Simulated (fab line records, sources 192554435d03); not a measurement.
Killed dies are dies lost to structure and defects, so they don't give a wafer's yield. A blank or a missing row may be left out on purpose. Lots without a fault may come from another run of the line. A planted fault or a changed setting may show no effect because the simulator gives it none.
fab line records | flow n5_finfet
record lots=6 wafers=18 last_day=19
route steps=1938 shown BEOL_M14@1758
lots that met no fault: from a run of the same line without faults
start_h: hours from the record's first day to the start of the lot's first wafer shown | wait_h: hours since the lot's step before | " the same as in the row above | L1.1+2: a row that stands for several wafers | - no value, or no start given | * or withheld: withheld | < > ~ a bound
route shown NAME@n: a module of which the file shows steps, and the number in the route of the first | usual: mean/standard deviation of fault-free wafers | same: alike in all rows | chamber/n: place in a boat | sites: the reading at each site | _std_site: their standard deviation | _edge_site: outer sites' mean less inner sites' | radius_mm: how far each site lies from the wafer's centre | mask NAME#n: copy n | behind: the tool/chamber that last shaped the wafer | hold: why the lot was held/for how many hours/how that ended | device: the transistor (n, p or np) that didn't switch | end of line: the same wafers' tests at the end of the route | a step without rows: its recipe alone | killed: dies lost to structure and defects at the first sort, not the wafer's yield | map: a wafer's dies, x killed, . not, _ none there
set.NAME: the setting as run; set.NAME@STEP: as run at that earlier step | model.NAME: the simulator's own value behind a step, which no gauge read
lots at some steps of the route; a table a step, a row a wafer
services: from which hour (start_h, from the record's first day; less than 0 if before it) a tool's chamber was out of use, for how many hours, and why
## steps
# step N5_BEOL_M14_PRECLEAN_39
# recipe chemistry=residue_remover time_s=60 temp_c=40
# step N5_BEOL_M14_SRD_40
# recipe time_s=30 temp_c=23 rinse_liquid=diw dry=n2_spin spin_rpm=1500 dry_time_s=30
# step N5_BEOL_M14_DEGAS_41
# recipe ambient=vacuum temp_c=300 time_s=60
# usual heater_power_w=452/37
# columns lot.wafer tool chamber start_h wait_h heater_power_w
L731.2 pvd_sputter-03 - 268.63 0.1 396
L731.3 " - " " 470
L731.5 " - " " 433
L734.1 pvd_sputter-02 - 326.17 0.2 455
L734.2 " - " " 439
L734.3 " - " " 457
L740.1 pvd_sputter-03 - 375.05 0.3 529
L740.4 " - " " 398
L740.5 " - " " 518
L742.2 pvd_sputter-03 - 381.61 0.3 393
L742.3 " - " " 452
L742.5 " - " " 425
L749.3 pvd_sputter-03 - 425.13 0.3 432
L749.5 " - " " 521
L749.6 " - " " 391
L750.1 pvd_sputter-03 - 432.52 0.6 458
L750.3 " - " " 519
L750.5 " - " " 478
# step N5_BEOL_M14_PRE_CLEAN_42
# recipe gas=H2/He time_s=30 temp_c=300
# usual heater_power_w=452/38
# columns lot.wafer tool chamber start_h wait_h heater_power_w
L731.2 pvd_sputter-03 - 268.67 0.0 393
L731.3 " - " " 479
L731.5 " - " " 435
L734.1 pvd_sputter-02 - 326.21 0.0 451
L734.2 " - " " 438
L734.3 " - " " 444
L740.1 pvd_sputter-03 - 375.09 0.0 515
L740.4 " - " " 408
L740.5 " - " " 525
L742.2 pvd_sputter-03 - 381.65 0.0 394
L742.3 " - " " 482
L742.5 " - " " 390
L749.3 pvd_sputter-03 - 425.17 0.0 430
L749.5 " - " " 524
L749.6 " - " " 400
L750.1 pvd_sputter-03 - 432.56 0.0 457
L750.3 " - " " 522
L750.5 " - " " 463
# step N5_BEOL_M14_SPUTTER_43
# recipe material=TaN target_thk_a=150 temp_c=50 bias_v=168.6 power_w=15000 chamber_pressure_pa=0.12 time_s=24.19
# usual substrate_temp_c=49.99/0.11 throttle_valve_pct=30.2/0.72
# columns lot.wafer tool chamber start_h wait_h substrate_temp_c throttle_valve_pct
L731.2 pvd_sputter-03 - 268.71 0.0 50.04 31.0
L731.3 " - " " 49.88 30.4
L731.5 " - " " 50.05 29.6
L734.1 pvd_sputter-02 - 326.25 0.0 49.99 30.0
L734.2 " - " " 49.98 30.5
L734.3 " - " " 50.07 31.2
L740.1 pvd_sputter-03 - 375.13 0.0 50.13 29.4
L740.4 " - " " 50.14 31.2
L740.5 " - " " 49.97 29.4
L742.2 pvd_sputter-03 - 381.69 0.0 50.21 31.0
L742.3 " - " " 50.12 30.5
L742.5 " - " " 50.17 30.9
L749.3 pvd_sputter-03 - 425.22 0.0 49.84 29.6
L749.5 " - " " 49.98 29.4
L749.6 " - " " 49.89 31.1
L750.1 pvd_sputter-03 - 432.61 0.0 49.99 30.1
L750.3 " - " " 50.10 29.8
L750.5 " - " " 49.98 30.4
# step N5_BEOL_M14_SPUTTER_44
# recipe material=Ta target_thk_a=150 temp_c=50 bias_v=80 power_w=15000 chamber_pressure_pa=0.07 time_s=24.19
# usual substrate_temp_c=50.00/0.12 throttle_valve_pct=30.2/0.75
# columns lot.wafer tool chamber start_h wait_h substrate_temp_c throttle_valve_pct
L731.2 pvd_sputter-03 - 268.79 0.0 49.96 31.0
L731.3 " - " " 50.03 30.2
L731.5 " - " " 49.86 29.9
L734.1 pvd_sputter-02 - 326.33 0.0 50.04 30.3
L734.2 " - " " 49.93 30.9
L734.3 " - " " 49.99 31.2
L740.1 pvd_sputter-03 - 375.21 0.0 49.98 29.4
L740.4 " - " " 49.98 31.2
L740.5 " - " " 49.97 29.2
L742.2 pvd_sputter-03 - 381.77 0.0 50.14 31.0
L742.3 " - " " 50.03 30.0
L742.5 " - " " 50.08 30.9
L749.3 pvd_sputter-03 - 425.31 0.0 49.98 29.7
L749.5 " - " " 50.00 29.3
L749.6 " - " " 50.01 31.0
L750.1 pvd_sputter-03 - 432.70 0.0 50.00 30.3
L750.3 " - " " 50.12 29.5
L750.5 " - " " 49.93 30.2
# step N5_BEOL_M14_SPUTTER_45
# recipe material=Cu target_thk_a=1000 temp_c=-20 bias_v=60 power_w=26000 chamber_pressure_pa=0.13 time_s=16.67
# usual substrate_temp_c=-20.01/0.11 throttle_valve_pct=30.2/0.72
# columns lot.wafer tool chamber start_h wait_h substrate_temp_c throttle_valve_pct
L731.2 pvd_sputter-03 - 268.87 0.0 -19.91 30.9
L731.3 " - " " -20.27 30.1
L731.5 " - " " -20.06 29.8
L734.1 pvd_sputter-02 - 326.41 0.0 -20.03 30.5
L734.2 " - " " -19.93 30.8
L734.3 " - " " -20.06 31.2
L740.1 pvd_sputter-03 - 375.29 0.0 -20.04 29.5
L740.4 " - " " -19.81 31.0
L740.5 " - " " -20.00 29.5
L742.2 pvd_sputter-03 - 381.85 0.0 -19.92 31.1
L742.3 " - " " -19.98 30.2
L742.5 " - " " -19.99 31.0
L749.3 pvd_sputter-03 - 425.40 0.0 -20.07 29.9
L749.5 " - " " -20.07 29.6
L749.6 " - " " -20.04 31.1
L750.1 pvd_sputter-03 - 432.79 0.0 -20.05 30.6
L750.3 " - " " -20.02 29.8
L750.5 " - " " -20.13 30.4
# step N5_BEOL_M14_ECD_47
# recipe material=Cu target_thk_a=12480
# step N5_BEOL_M14_ANNEAL_48
# recipe temp_c=225 time_s=90 ambient=N2
# step N5_BEOL_M14_CMP_49
# recipe stop_on=SiO2 t_overpolish_s=5.2 down_force_psi=2 platen_rpm=80 clearing_platen_down_force_psi=2 clearing_platen_rpm=80 post_cmp_clean=cu_alkaline target_thk_nm=560 clearing_platen_pad_velocity_m_s=1.5917 pad_velocity_m_s=1.5917
# step N5_BEOL_M14_THK_MEAS_50
# recipe thk_meas_gauge=xrf reads=Cu_of_BEOL_M14_ECD_47
# usual M14_THK=576/17
# columns lot.wafer tool chamber start_h wait_h M14_THK[nm]
L731.2 film_metro-02 - 269.77 - 574
L731.3 " - " " 568
L731.5 " - " " 569
L734.1 film_metro-02 - 327.60 - 566
L734.2 " - " " 586
L734.3 " - " " 556
L740.1 film_metro-02 - 376.19 - 600
L740.4 " - " " 578
L740.5 " - " " 578
L742.2 film_metro-01 - 383.08 - 563
L742.3 " - " " 565
L742.5 " - " " 562
L749.3 film_metro-02 - 426.31 - 591
L749.5 " - " " 600
L749.6 " - " " 596
L750.1 film_metro-02 - 433.75 - 572
L750.3 " - " " 605
L750.5 " - " " 581
# step N5_BEOL_M14_PRE_CLEAN_52
# recipe gas=NH3 time_s=15 temp_c=withheld rf_power_w=300
# step N5_BEOL_M14_DEP_53
# recipe material=SiCN target_thk_a=500 temp_c=withheld precursor=3MS/NH3 pressure_torr=3 rf_w=675 time_s=17.8
# usual showerhead_plenum_p_Torr=4.16/0.032 throttle_valve_pct=18.4/0.87
# columns lot.wafer tool chamber start_h wait_h showerhead_plenum_p_Torr throttle_valve_pct model.SiCN_of_BEOL_M14_DEP_53.thk_nm
L731.2 pecvd-03 0 269.84 0.0 4.15 18.3 50
L731.3 " 1 " " 4.16 18.0 50.2
L731.5 " 0 " " 4.14 18.4 50.6
L734.1 pecvd-02 0 327.66 0.0 4.12 17.9 50
L734.2 " 2 " " 4.18 17.7 50.2
L734.3 " 1 " " 4.20 19.9 49.4
L740.1 pecvd-02 2 376.25 0.0 4.19 17.7 49.8
L740.4 " 1 " " 4.21 19.5 50.6
L740.5 " 0 " " 4.11 17.9 32.8
L742.2 pecvd-02 1 383.14 0.0 4.19 19.4 49
L742.3 " 0 " " 4.12 18.2 49.6
L742.5 " 2 " " 4.19 17.7 31.2
L749.3 pecvd-04 2 426.37 0.0 4.20 18.2 49
L749.5 " 1 " " 4.17 20.4 50.4
L749.6 " 0 " " 4.13 18.5 51.2
L750.1 pecvd-02 2 433.81 0.0 4.18 18.1 48.8
L750.3 " 0 " " 4.11 17.9 50
L750.5 " 2 " " 4.20 17.9 50.6
# step N5_BEOL_M14_RS_MEAS_54
# recipe thk_meas_gauge=four-point-probe reads=Cu_of_BEOL_M14_ECD_47+Ta_of_BEOL_M14_SPUTTER_44+TaN_of_BEOL_M14_SPUTTER_43
# usual M14_RS=0.0332/0.00085
# columns lot.wafer tool chamber start_h wait_h M14_RS[ohm/sq]
L731.2 film_metro-02 - 269.93 0.1 0.0332
L731.3 " - " " 0.0338
L731.5 " - " " 0.0336
L734.1 film_metro-02 - 327.73 0.0 0.0336
L734.2 " - " " 0.0322
L734.3 " - " " 0.0341
L740.1 film_metro-02 - 376.32 0.0 0.0317
L740.4 " - " " 0.0329
L740.5 " - " " 0.0330
L742.2 film_metro-01 - 383.21 0.1 0.0336
L742.3 " - " " 0.0331
L742.5 " - " " 0.0336
L749.3 film_metro-02 - 426.44 0.1 0.0331
L749.5 " - " " 0.0326
L749.6 " - " " 0.0329
L750.1 film_metro-02 - 433.88 0.0 0.0333
L750.3 " - " " 0.0318
L750.5 " - " " 0.0330
## services
# columns tool chamber start_h hours kind
pecvd-02 0 279.38 2.1 scheduled_down
pecvd-03 - 286.12 14.6 pm
pecvd-04 2 287.69 4.1 repair
pecvd-04 - 289.55 6.0 pm
pecvd-02 - 298.59 3.4 repair
pecvd-02 - 326.95 0.6 repair
pecvd-04 2 331.11 30.4 repair
pecvd-02 - 335.57 2.8 pm
pecvd-04 0 369.25 2.1 scheduled_down
pecvd-02 1 383.62 - clean
pecvd-02 1 383.62 - consumable_replace:showerhead
pecvd-02 1 383.62 29.0 scheduled_down
pecvd-02 1 383.62 29.0 vent_cycle
pecvd-04 1 392.68 5.0 scheduled_down
pecvd-04 2 401.29 2.1 scheduled_down
pecvd-03 1 405.28 5.5 scheduled_down
pecvd-02 - 415.73 1.4 repair
## key
first_sign none at tools or gauges
model_effect step=N5_BEOL_M14_DEP_53 value=SiCN_of_BEOL_M14_DEP_53.thk_nm without=50.6 struck=32
met_at N5_BEOL_M14_DEP_53
struck_wafers L740.5,L742.5
onset_between 327.66 376.25
fault kind=process_parameter_drift tool=pecvd-02 chamber=- onset_h=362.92 steps=N5_BEOL_M14_DEP_53 channel=time_s offset=* shape=step end_h=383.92 scope=struck_wafers_only acts_in=* stated=*
